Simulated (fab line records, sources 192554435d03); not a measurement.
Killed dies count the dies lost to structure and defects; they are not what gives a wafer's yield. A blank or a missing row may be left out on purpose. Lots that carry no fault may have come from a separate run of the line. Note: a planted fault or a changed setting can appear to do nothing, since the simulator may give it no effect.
Comparing a struck lot with a sound one	flow n5 finfet	37 steps out of a route of 1938
Sound: the wafers L312.4, L312.5, L312.6. Struck: wafers L327.1, L327.4, L327.5. The cause is named last.
At each step with rows: each side's tool, then ch and its chambers, then its first start. Under that, the readings that differ: sound wafers	struck wafers	difference of the means	sigmas: that difference in standard deviations of wafers without a fault.
alike: a reading whose means differ by less than 2 such deviations, as well as words and numbers matching on both sides. not compared: withheld readings; readings where some wafer has no value; bounds like >300 that might hide an equal value; numbers whose values overlap and for which the record gives no deviation.
The two part at a step that has a row with sigmas, a row that says differs or no value, or rows on one side only. Numbers that don't overlap but have no deviation are shown without sigmas and don't part them. A reading missing from all wafers of one side parts the sides only when that side holds two or more wafers.

first, 12 steps without rows for these wafers: N5_GATE_CUT_STRIP_42 (strips in O2); N5_GATE_CUT_ETCH_19 (etches SiNx in CH3F/O2, target depth 53.7 nm, time 76.7 s); N5_GATE_CUT_CUT_ETCH_53 (etches W in SF6/Cl2, target depth 79.2 nm); N5_GATE_CUT_CUT_ETCH_54 (etches TiN in Cl2/BCl3, target depth 96.7 nm); N5_GATE_CUT_CUT_ETCH_55 (etches HfO2 in BCl3, target depth 3.2 nm); N5_GATE_CUT_ETCH_47 (etches SiO2 in Cl2/BCl3, target depth 10 nm); N5_GATE_CUT_VAPOR_ETCH_48 (etches TiN in BCl3/Cl2); N5_GATE_CUT_VAPOR_ETCH_49 (etches TiAlC in BCl3/Cl2); N5_GATE_CUT_VAPOR_ETCH_51 (etches HfO2 in BCl3/Cl2); N5_GATE_CUT_STRIP_21 (strips in N2/H2, time 30 s); N5_GATE_CUT_STRIP_29 (strips in post etch residue remover, time 60 s); N5_GATE_CUT_SRD_52 (time 30 s).
N5_GATE_CUT_ALD_22: deposits SiNx, target thk 16 nm, pulse time 1 s, ald cycles 320.
  sound on ald sin-02 ch 0,1,3, day 4 15:04; struck on ald sin-04 ch 0,2, day 8 06:07
  alike: chamber pressure Torr, heater power w, precursor pulse height rel
then, 23 steps without rows for these wafers: N5_GATE_CUT_CMP_23 (polishes, stops on SiO2, t overpolish 23.4 s, target thk 16 nm); N5_GATE_CUT_CMP_43 (polishes SiO2); N5_GATE_CUT_CMP_61 (polishes, stops on SiNx, t overpolish 3 s); N5_MOL_CONTACT_COAG_COAT_103 (time 60 s, resist thk 80 nm); N5_MOL_CONTACT_COAG_COAT_104 (time 60 s, resist thk 12 nm); N5_MOL_CONTACT_COAG_COAT_58 (time 60 s, resist thk 10 nm); N5_MOL_CONTACT_COAG_COAT_02 (resist thk 30 nm); N5_MOL_CONTACT_COAG_EBR_04; N5_MOL_CONTACT_COAG_SOFTBAKE_03 (time 60 s); N5_MOL_CONTACT_COAG_EXPOSE_05 (exposes mask CA, defocus 0 nm); N5_MOL_CONTACT_COAG_PEB_06 (peb time 60 s); N5_MOL_CONTACT_COAG_DEVELOP_07 (develop time 30 s); N5_MOL_CONTACT_COAG_DESCUM_13 (chemistry O2, time 7 s); N5_MOL_CONTACT_COAG_ETCH_59 (etches underlayer in N2/H2, target depth 13 nm, time 10.4 s); N5_MOL_CONTACT_COAG_ETCH_105 (etches SiARC in CF4, target depth 15.6 nm, time 26 s); N5_MOL_CONTACT_COAG_ETCH_106 (etches SOC in N2/H2, target depth 80 nm, overetch 16 nm, time 120 s); N5_MOL_CONTACT_COAG_STRIP_107 (strips in N2/H2); N5_MOL_CONTACT_COAG_STRIP_108 (strips in N2/H2); N5_MOL_CONTACT_COAG_CONTACT_ETCH_14 (etches SiO2 in C4F6/O2, target depth 27.5 nm, overetch 8.5 nm, time 20 s); N5_MOL_CONTACT_COAG_STRIP_109 (strips in C4F6/O2); N5_MOL_CONTACT_COAG_ETCH_15 (etches SiNx in CH3F/O2, stops on Si:P, target depth 7 nm); N5_MOL_CONTACT_COAG_ETCH_110 (etches Si in CF4/O2, target depth 2.5 nm, time 8 s); N5_MOL_CONTACT_COAG_STRIP_98 (strips in N2/H2).
-- record jumps: 7 days separate the struck wafers' starts on either side; left off in module MOL_CONTACT_COAG, taken up again in module PASSIVATION, whose first shown step is the route's number 1936 --
N5_PASSIVATION_PROBE_49:
  rows exist in the record for the struck wafers here (prober-02, day 15 09:59), but not for the sound ones

== WHERE THEY PART ==
Only at N5_PASSIVATION_PROBE_49, within this record.

WHY: what the simulator had put in
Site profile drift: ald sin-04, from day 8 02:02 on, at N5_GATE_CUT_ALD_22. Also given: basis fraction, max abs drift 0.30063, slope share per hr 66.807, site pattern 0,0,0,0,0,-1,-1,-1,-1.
